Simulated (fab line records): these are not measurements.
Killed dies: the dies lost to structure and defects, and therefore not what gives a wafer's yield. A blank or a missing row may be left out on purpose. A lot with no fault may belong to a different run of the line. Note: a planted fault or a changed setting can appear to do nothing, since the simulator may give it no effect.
Struck lot and sound lot, side by side -- flow n5_finfet -- 16 out of 1938 route steps
Sound: these wafers, L896.2, L896.5, L896.6. Struck: wafers L901.2, L901.5, L901.6. At the end, the cause is stated.
At each step with rows: each side's tool, then ch and its chambers, then its first start. Under that, the readings that differ: sound wafers -- struck wafers -- difference of the means -- sigmas: that difference in standard deviations of wafers without a fault.
alike: a reading whose means differ by less than 2 such deviations, as well as words and numbers matching on both sides. not compared: withheld readings; readings where some wafer has no value; bounds like >300 that might hide an equal value; numbers whose values overlap and for which the record gives no deviation.
The two part at a step that has a row with sigmas, a row that says differs or no value, or rows on one side only. Numbers that have no deviation but don't overlap get no sigmas and don't part them. A reading that every wafer of one side lacks parts them only if that side has two wafers or more.

N5_DUMMY_GATE_ETCH_42: etches SiO2 in CHF3/O2, target depth 3.5 nm, time 31 s.
  sound on rie_diel-06 ch 1,2,3, day 3 03:10; struck on rie_diel-05 ch 0,1,3, day 4 04:39
  alike: CHF3_flow_sccm, drypump_motor_current_A, mfc_ar_sccm, oes_product_au, rf_vpp_V, showerhead_plenum_p_Torr, throttle_valve_pct
  not compared: rf_hours_counter_h
N5_DUMMY_GATE_STRIP_48: strips in N2/H2, time 20 s.
  sound on rie_diel-06 ch 1,2,3, day 3 03:13; struck on rie_diel-05 ch 0,1,3, day 4 04:42
  alike: drypump_motor_current_A, oes_product_au, rf_vpp_V, showerhead_plenum_p_Torr, throttle_valve_pct
  not compared: rf_hours_counter_h
then, 5 steps without rows for these wafers: N5_DUMMY_GATE_PRECLEAN_33 (cleans in dHF, time 10 s); N5_DUMMY_GATE_PRECLEAN_25 (cleans in O3/DIW, time 45 s); N5_DUMMY_GATE_PRECLEAN_51 (cleans in SC2, time 45 s); N5_DUMMY_GATE_SRD_26 (time 30 s); N5_DUMMY_GATE_UV_OZONE_45 (time 120 s).
N5_DUMMY_GATE_INSPECT_27: inspects for defects (brightfield).
  sound: defect_inspect-02 at day 3 03:24; struck: defect_inspect-02 at day 4 04:53
  alike: raw_defect_count
N5_SPACER0_ALD_07: deposits SiNx, target thk 2 nm.
  sound on ald_sin-03 ch 0,1,3, day 3 03:26; struck on ald_sin-01 ch 2,3, day 4 04:55
  alike: heater_power_w
N5_SPACER0_ALD_00: deposits SiOCN, target thk 3.5 nm, pulse time 3 s, purge time 2 s.
  sound on ald_sin-03 ch 0,1,3, day 3 03:35; struck on ald_sin-01 ch 2,3, day 4 05:05
  alike: heater_power_w, precursor_pulse_height_rel
N5_SPACER0_ALD_08: deposits SiNx, target thk 2 nm.
  sound on ald_sin-03 ch 0,1,3, day 3 03:51; struck on ald_sin-01 ch 2,3, day 4 05:20
  alike: heater_power_w
N5_SPACER0_INSPECT_04: inspects for defects (darkfield).
  sound: defect_inspect-01 at day 3 04:00; struck: defect_inspect-01 at day 4 05:29
  alike: raw_defect_count
N5_SD_EPI_N_COAT_32: time 60 s, resist thk 350 nm.
  sound on litho_track-03 ch 0, day 3 04:02; struck on litho_track-02 ch 0, day 4 05:31
reading,sound,struck,difference,sigmas
spin_speed_rpm (rpm),1501.0 1499.8 1498.6,1459.7 1459.0 1460.3,-40.1,-42
model.SOC_of_SD_EPI_N_COAT_32.thk_nm (nm),350 350.6 350,356.4 356.2 356.4,+6.1,
then, 1 step without rows for these wafers: N5_SD_EPI_N_COAT_33 (time 60 s, resist thk 35 nm).
-- a jump in the record: the struck wafers' starts before and after are 5 days apart (it breaks off in module SD_EPI_N and resumes in module BEOL_M4, where the first step shown is number 1111 of the route) --
N5_BEOL_M4_RC_MEAS_101:
  sound on prober-02 ch 0, day 8 07:24; struck on prober-01 ch 0, day 9 11:01
reading,sound,struck,difference,sigmas
DIBL_N (mV/V),36.0 33.9 35.9,38.2 40.0 39.5,+4.0,+2
DIBL_P (mV/V),35.0 32.9 35.7,37.8 41.0 39.4,+4.9,+2
SS_N (mV/dec),71.8 69.9 71.0,72.2 72.3 72.2,+1.3,+2
  alike: IOFF_N, IOFF_P, ION_N, ION_P, SS_P, VT_N, VT_P
-- a jump in the record: the struck wafers' starts before and after are 4 days apart (it breaks off in module BEOL_M4 and resumes in module PASSIVATION, where the first step shown is number 1936 of the route) --
N5_PASSIVATION_PROBE_49:
  sound: prober-02 at day 13 01:47; struck: prober-01 at day 13 13:43
  alike: defect_limited_yield, killed_at_M0_to_M3, killed_at_M4_up, killed_at_contacts, killed_at_front_end, killed_at_other, killed_dies, killed_open, killed_short, sort_bin_5_function, sort_bin_6_memory, sort_n_pass, sort_yield_pct

## WHERE THEY PART
First at N5_SD_EPI_N_COAT_32; last, within this record, at N5_BEOL_M4_RC_MEAS_101. Later steps at which nothing parts them and some readings are alike: N5_PASSIVATION_PROBE_49.

WHY: what had been put in by the simulator
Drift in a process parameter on litho_track-02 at N5_SD_EPI_N_COAT_32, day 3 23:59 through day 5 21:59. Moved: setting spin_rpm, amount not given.
